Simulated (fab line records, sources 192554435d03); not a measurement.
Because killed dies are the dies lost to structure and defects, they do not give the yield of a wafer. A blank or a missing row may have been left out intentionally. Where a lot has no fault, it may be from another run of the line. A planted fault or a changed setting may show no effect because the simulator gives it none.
A lot that was struck, set against a sound lot	flow n5-finfet	16 out of 1938 route steps
Sound: the wafers L715.1, L715.2, L715.4. Struck: wafers L717.1, L717.2, L717.6. The cause is named last.
Each step with rows lists, per side, the tool, then ch with its chambers, then its first start. Under that, the readings that differ: sound wafers	struck wafers	difference of the means	sigmas: that difference in standard deviations of wafers without a fault.
alike: same words and numbers on both sides, and readings whose means sit less than 2 such deviations apart. not compared: any withheld reading, any reading some wafer has no value for, any bound like >300 that may hide the same value, and any number with overlapping values for which the record gives no deviation.
The two part at a step that has a row with sigmas, a row that says differs or no value, or rows on one side only. Non-overlapping numbers with no deviation appear without sigmas and do not part them. A reading missing from all wafers of one side parts the sides only when that side holds two or more wafers.

N5_BEOL_M1_SPUTTER_48: material Cu, target thk 4.5 nm, time 8.29 s.
  sound: pvd-sputter-02 at day 8 10:06; struck: pvd-sputter-01 at day 8 15:13
  alike: chamber-pressure-pa, chuck-gas-flow-sccm, susceptor-temp-C, throttle-valve-pct
then, 4 steps without rows for these wafers: N5_BEOL_M1_ANNEAL_49 (time 240 s); N5_BEOL_M1_SPUTTER_79 (material Cu, target thk 4.5 nm, time 8.29 s); N5_BEOL_M1_ANNEAL_80 (time 240 s); N5_BEOL_M1_SPUTTER_81 (material Cu, target thk 4.5 nm, time 8.29 s).
N5_BEOL_M1_ANNEAL_82: time 240 s.
  sound: pvd-sputter-02 at day 8 10:37; struck: pvd-sputter-01 at day 8 15:44
  alike: heater-power-w, susceptor-temp-C
N5_BEOL_M1_SPUTTER_86: material Cu, target thk 4.5 nm, time 8.29 s.
  sound: pvd-sputter-02 at day 8 10:46; struck: pvd-sputter-01 at day 8 15:53
  alike: chamber-pressure-pa, chuck-gas-flow-sccm, susceptor-temp-C, throttle-valve-pct
then, 2 steps without rows for these wafers: N5_BEOL_M1_ANNEAL_87 (time 240 s); N5_BEOL_M1_SPUTTER_88 (material Cu, target thk 4.5 nm, time 8.29 s).
N5_BEOL_M1_ANNEAL_89: time 240 s.
  sound: pvd-sputter-02 at day 8 11:04; struck: pvd-sputter-01 at day 8 16:11
  alike: heater-power-w, susceptor-temp-C
N5_BEOL_M1_SPUTTER_90: material Cu, target thk 4.5 nm, time 8.29 s.
  sound: pvd-sputter-02 at day 8 11:12; struck: pvd-sputter-01 at day 8 16:19
  alike: chamber-pressure-pa, chuck-gas-flow-sccm, susceptor-temp-C, throttle-valve-pct
then, 1 step without rows for these wafers: N5_BEOL_M1_ANNEAL_91 (time 240 s).
N5_BEOL_M1_SPUTTER_92: material Cu, target thk 4.5 nm, time 8.29 s.
  sound: pvd-sputter-02 at day 8 11:25; struck: pvd-sputter-01 at day 8 16:32
  no value came back on the struck wafers for chamber-pressure-pa (Pa), chuck-gas-flow-sccm (sccm), susceptor-temp-C (C), throttle-valve-pct (%); on the sound wafers chamber-pressure-pa (Pa) reads 0.07005 0.07002 0.06982
then, 1 step without rows for these wafers: N5_BEOL_M1_ANNEAL_93 (time 240 s).
N5_BEOL_M4_RC_MEAS_101:
  sound on prober-02 ch 0, day 9 21:46; struck on prober-01 ch 0, day 9 21:54
reading	sound	struck	difference	sigmas
SS_N (mV/dec)	71.5 72.0 72.2	70.6 71.5 70.6	-1.0	-2
  alike: DIBL_N, DIBL_P, IOFF_N, IOFF_P, ION_N, ION_P, SS_P, VT_N, VT_P
N5_PASSIVATION_PROBE_49:
  rows exist in the record for the sound wafers here (prober-01, day 14 03:17), none for the struck ones

WHERE THEY PART
At N5_BEOL_M1_SPUTTER_92 first; at N5_PASSIVATION_PROBE_49 last (within this record only).

WHY: what had been put in by the simulator
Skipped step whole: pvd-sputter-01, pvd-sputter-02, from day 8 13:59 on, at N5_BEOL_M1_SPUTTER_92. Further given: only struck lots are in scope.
